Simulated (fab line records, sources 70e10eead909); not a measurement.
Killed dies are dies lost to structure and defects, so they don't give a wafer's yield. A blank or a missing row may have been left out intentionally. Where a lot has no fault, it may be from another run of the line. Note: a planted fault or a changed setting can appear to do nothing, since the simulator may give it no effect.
8D (eight disciplines) problem report, filled in by code | flow nandHarc | the parts of the form that need people (team, actions taken, sign-off) are left out

== 1. WHAT WENT WRONG ==
Wafers with no fault read 0.993 a.u. with a standard deviation of 0.012, whereas oesProductAu at NHARC_P_ZERO_WELL_ETCH_63 reads a mean of 0.874 a.u. on 1 wafer of 1 lot. That is -9.9 standard deviations from the usual mean.
The step: etches the open film in HBr/Cl2, target depth 120 nm, time 40.1 s.
First observed at day 3 13:55: wafer L526.1, on rieSi-02. At this step, 33 wafers from 11 lots have a number in the record. Rule for "out", or "out of limits": more than 4 standard deviations from the usual mean. Any other wafer with a number is counted as sound.

== 2. WHAT THIS IS AND IS NOT ==
question                    | is               | is not
which readings at this step | oesProductAu     | drypumpMotorCurrentA, throttleValvePct
which lots                  | L526             | L518, L520, L522, L523, L524, L525, L535, L538, L540, L541
which wafers of those lots  | L526.1           | L526.3, L526.6
read on which tools         | rieSi-02         | rieSi-01, rieSi-05
when                        | from day 3 13:55 | up to then (20 sound wafers); but 12 sound wafers of L535, L538, L540, L541 came after

== 3. SUSPECTS, AND WHAT RULES EACH OUT ==
Counting: if a tool at a process step up to the reading ran every lot that is out, it stays a suspect. Sound lots after the first of them don't rule it out here, since some wafers of a struck lot are sound.
- rieDiel-07 at NHARC_P_ZERO_WELL_DESCUM_13 (chemistry O2, time 3 s): kept. It processed L526, the lot that is out, at day 3 13:38, and its most recent sound lot before then was L520 at day 2 01:34.
- rieSi-02 at NHARC_P_ZERO_WELL_ETCH_63 (etches the open film in HBr/Cl2, target depth 120 nm, time 40.1 s): kept. It processed L526, the lot that is out, at day 3 13:55, and its most recent sound lot before then was L525 at day 3 07:50. Its own readings are out on those wafers: oesProductAu.
- In rieDiel-07 at NHARC_P_ZERO_WELL_DESCUM_13, the wafers that are out were processed in chamber 0 and their sound lot-mates in chambers 1, 2.
- In rieSi-02 at NHARC_P_ZERO_WELL_ETCH_63, the wafers that are out were processed in chamber 3 and their sound lot-mates in chambers 0, 2.
Remaining after the count are rieDiel-07 at NHARC_P_ZERO_WELL_DESCUM_13 and rieSi-02 at NHARC_P_ZERO_WELL_ETCH_63.

== 4. THE CAUSE (what the simulator had put in) ==
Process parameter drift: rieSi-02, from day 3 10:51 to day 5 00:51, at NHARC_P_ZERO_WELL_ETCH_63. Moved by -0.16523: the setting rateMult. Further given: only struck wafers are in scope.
Of the 2 suspects that counting leaves, this tool is one.

== 5. THE EFFECT CHAIN, in route order ==
Each row: a reading where the mean over the struck wafers with a number is more than 3 standard deviations away from the usual. Only readings whose record carries a usual standard deviation are examined. hours: median over the lots of the time between each lot's start at the first step of this table that gives one and its start at this step. sigmas: the change, counted in usual standard deviations.
hours | step                      | reading      | usual      | on struck wafers | change | sigmas
0     | NHARC_P_ZERO_WELL_ETCH_63 | oesProductAu | 0.993 a.u. | 0.874            | -0.119 | -9.9
Its process steps:
- NHARC_P_ZERO_WELL_ETCH_63: etches the open film in HBr/Cl2, target depth 120 nm, time 40.1 s.
Later steps that measure or inspect, where all struck wafers having a row at the step show a number for every such reading and not one has moved that far: NHARC_END_SORT_01.

== 6. WHAT WOULD HAVE CAUGHT IT SOONER ==
3 hours passed between the start of the fault at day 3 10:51 and the first reading out of limits in this record, taken at day 3 13:55.
